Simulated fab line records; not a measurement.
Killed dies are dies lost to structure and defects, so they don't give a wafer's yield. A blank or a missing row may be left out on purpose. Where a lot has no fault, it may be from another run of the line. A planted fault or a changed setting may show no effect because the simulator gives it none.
A lot that was struck, set against a sound lot -- flow nand-harc -- 18 steps out of a route of 1302
Sound: these wafers, L121.1, L121.2, L121.4. The struck wafers were L127.3, L127.4, L127.5. The cause is given at the end.
For every step that has rows: the tool of each side, followed by ch and its chambers, followed by its first start. Under that, the readings that differ: sound wafers -- struck wafers -- difference of the means -- sigmas: that difference in standard deviations of wafers without a fault.
alike: words and numbers the same on both sides, and readings whose means are apart by under 2 such deviations; not compared: readings that were withheld, readings missing a value for some wafer, numbers with overlapping values and no deviation given by the record, and bounds like >300 which may hide the same value.
The two part at a step that has a row with sigmas, a row that says differs or no value, or rows on one side only. Numbers that have no deviation but don't overlap get no sigmas and don't part them. Lack of a reading on every wafer of one side parts them only where that side has two or more wafers.

NHARC_A_CONTACT_ETCH_102: etches the open film in CF4/O2, target depth 100 nm, overetch 10 nm, time 55 s.
  sound on rie-diel-07 ch 0,1,2, day 21 11:46; struck on rie-diel-03 ch 0,2, day 24 15:37
reading,sound,struck,difference,sigmas
drypump-motor-current-A (A),5.8 5.9 6.0,5.2 5.0 5.2,-0.8,-2
  alike: chamber-pressure-mTorr, oes-product-au, rf-vpp-V, showerhead-plenum-p-Torr, throttle-valve-pct
  not compared: rf-hours-counter-h
NHARC_A_CONTACT_STRIP_55: strips in O2.
  sound on rie-diel-07 ch 0,2,3; struck on rie-diel-03 ch 0,2,3
  alike: chamber-pressure-mTorr, drypump-motor-current-A, oes-product-au, rf-vpp-V, showerhead-plenum-p-Torr, throttle-valve-pct
  not compared: rf-hours-counter-h
then, 1 step without rows for these wafers: NHARC_A_CONTACT_STRIP_56 (strips in post etch residue remover, time 600 s).
NHARC_A_CONTACT_DEP_57: deposits aC, target thk 5300 nm.
  sound on acl-dep-03 ch 0, day 21 12:26; struck on acl-dep-03 ch 0, day 24 19:45
  alike: throttle-valve-pct
NHARC_A_CONTACT_DEP_58: deposits SiON, target thk 90 nm.
  sound on pecvd-04 ch 0,1, day 21 15:43; struck on pecvd-04 ch 0,2, day 24 22:15
  alike: chamber-pressure-Torr, heater-power-w
then, 7 steps without rows for these wafers: NHARC_A_CONTACT_DEHYDRATE_59 (time 120 s); NHARC_A_CONTACT_HMDS_60 (time 30 s); NHARC_A_CONTACT_COAT_61 (time 75 s); NHARC_A_CONTACT_COAT_62 (time 65 s); NHARC_A_CONTACT_COAT_63 (resist thk 90 nm); NHARC_A_CONTACT_SOFTBAKE_64 (time 55 s); NHARC_A_CONTACT_EBR_65.
NHARC_A_CONTACT_EXPOSE_66: exposes mask A CC 2.
  sound on arfi-scanner-03 ch 0, day 21 16:16; struck on arfi-scanner-03 ch 0, day 24 22:50
reading,sound,struck,difference,sigmas
exposure-dose-mJ-cm2,59.5 59.5 59.5,52.2 52.3 52.2,-7.3,-21
  alike: mask
then, 2 steps without rows for these wafers: NHARC_A_CONTACT_PEB_67 (peb time 65 s); NHARC_A_CONTACT_DEVELOP_68 (develop time 35 s).
NHARC_A_CONTACT_CD_MEAS_69: target cd 300 nm.
  sound on cd-sem-03 ch 0, day 21 16:25; struck on cd-sem-02 ch 0, day 24 22:59
reading,sound,struck,difference,sigmas
cd-nm (nm),300.5 300.8 300.5,293.7 294.9 294.5,-6.2,-14
NHARC_A_CONTACT_OVL_MEAS_70:
  sound: overlay-01 at day 21 16:29; struck: overlay-02 at day 24 23:04
  alike: overlay-x-nm, overlay-y-nm
-- jump in the record: it breaks off in module A_CONTACT and resumes in module END (first step shown: number 1302 of the route), and 7 days separate the struck wafers' starts before and after --
NHARC_END_SORT_01:
  the record has rows for the struck wafers here (prober-01 ch 0, day 32 00:38) and none for the sound ones

== WHERE THEY PART ==
At NHARC_A_CONTACT_ETCH_102 first; at NHARC_END_SORT_01 last (within this record only).

WHY: whatever the simulator had introduced
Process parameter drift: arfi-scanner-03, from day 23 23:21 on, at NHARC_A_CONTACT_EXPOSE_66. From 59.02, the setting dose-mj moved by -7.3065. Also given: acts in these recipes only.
